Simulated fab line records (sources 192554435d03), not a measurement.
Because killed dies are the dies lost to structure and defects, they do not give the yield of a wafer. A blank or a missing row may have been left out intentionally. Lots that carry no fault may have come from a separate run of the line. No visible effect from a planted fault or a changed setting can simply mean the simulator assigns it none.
Comparing a struck lot with a sound one | flow n5_finfet | 20 steps out of a route of 1938
Sound: the wafers L423.2, L423.5, L423.6. Struck: wafer L434.6 (L434.4, L434.5, from the same lot, were not struck and are left out); the cause is given at the end.
At each step with rows: each side's tool, then ch and its chambers, then its first start. Under that, the readings that differ: sound wafers | struck wafers | difference of the means | sigmas: that difference in standard deviations of wafers without a fault.
alike: a reading whose means differ by less than 2 such deviations, as well as words and numbers matching on both sides. not compared: withheld readings; readings where some wafer has no value; bounds like >300 that might hide an equal value; numbers whose values overlap and for which the record gives no deviation.
The two part at a step that has a row with sigmas, a row that says differs or no value, or rows on one side only. Non-overlapping numbers with no deviation appear without sigmas and do not part them. A reading missing from all wafers of one side parts the sides only when that side holds two or more wafers.

first, 7 steps without rows for these wafers: N5_BEOL_M4_PRE_CLEAN_60 (time 15 s); N5_BEOL_M4_CO_CAP_55 (material Co, precursor CCTBA/H2, target thk 2 nm, time 102.1 s); N5_BEOL_M4_PRE_CLEAN_56 (time 15 s); N5_BEOL_M4_DEP_57 (deposits SiCN from 3MS/NH3, target thk 8 nm, time 14 s); N5_BEOL_M5_ILD_DEP_00 (deposits SiCOH lowk from DEMS/porogen, target thk 140.64 nm, time 25.9 s); N5_BEOL_M5_CURE_79 (cures SiCOH lowk, time 240 s); N5_BEOL_M5_PECVD_70 (deposits SiO2 from TEOS/O2, target thk 16 nm, time 18 s).
N5_BEOL_M5_HM_DEP_02: deposits TiN, target thk 20 nm.
  sound on pvd_sputter-03, day 10 05:49; struck on pvd_sputter-03, day 12 23:25
  alike: throttle_valve_pct
then, 9 steps without rows for these wafers: N5_BEOL_M5_COAT_59 (time 60 s, resist thk 60 nm); N5_BEOL_M5_COAT_60 (time 60 s, resist thk 12 nm); N5_BEOL_M5_COAT_71 (time 60 s, resist thk 5 nm); N5_BEOL_M5_COAT_05 (resist thk 30 nm); N5_BEOL_M5_EBR_07; N5_BEOL_M5_SOFTBAKE_06 (time 60 s); N5_BEOL_M5_EXPOSE_08 (exposes mask M5, target cd 28 nm); N5_BEOL_M5_PEB_09 (peb time 60 s); N5_BEOL_M5_DEVELOP_10 (develop time 30 s).
N5_BEOL_M5_INSPECT_13: inspects for defects (brightfield).
  sound on defect_inspect-02, day 10 06:28; struck on defect_inspect-02, day 12 23:54
  reading          | sound       | struck | difference | sigmas
  raw_defect_count | 290 303 317 | 1063   | +760       | +8
then, 1 step without rows for these wafers: N5_BEOL_M5_DESCUM_16 (chemistry O2, time 7 s).
-- the record jumps here: 4 days lie between the struck wafers' starts before and after (it left off in module BEOL_M5 and takes up again in module PASSIVATION, whose first step shown is number 1936 of the route) --
N5_PASSIVATION_PROBE_49:
  sound on prober-01, day 14 12:22; struck on prober-02, day 17 10:45
  reading                  | sound          | struck | difference | sigmas
  defect_limited_yield (%) | 91.6 91.0 90.0 | 80.9   | -10.0      | -7
  killed_at_M4_up          | 14 16 17       | 138    | +122       | +23
  killed_dies              | 99 106 118     | 225    | +117       | +7
  sort_bin_5_function (%)  | 5.3 5.4 5.9    | 12.1   | +6.6       | +7
  sort_n_pass              | 1081 1074 1062 | 955    | -117       | -7
  sort_yield_pct (%)       | 91.6 91.0 90.0 | 80.9   | -10.0      | -7
  alike: killed_at_M0_to_M3, killed_at_contacts, killed_at_front_end, killed_at_other, killed_open, killed_short, sort_bin_6_memory

WHERE THEY PART
At N5_BEOL_M5_INSPECT_13 first; at N5_PASSIVATION_PROBE_49 last (within this record only).

WHY: whatever the simulator had introduced
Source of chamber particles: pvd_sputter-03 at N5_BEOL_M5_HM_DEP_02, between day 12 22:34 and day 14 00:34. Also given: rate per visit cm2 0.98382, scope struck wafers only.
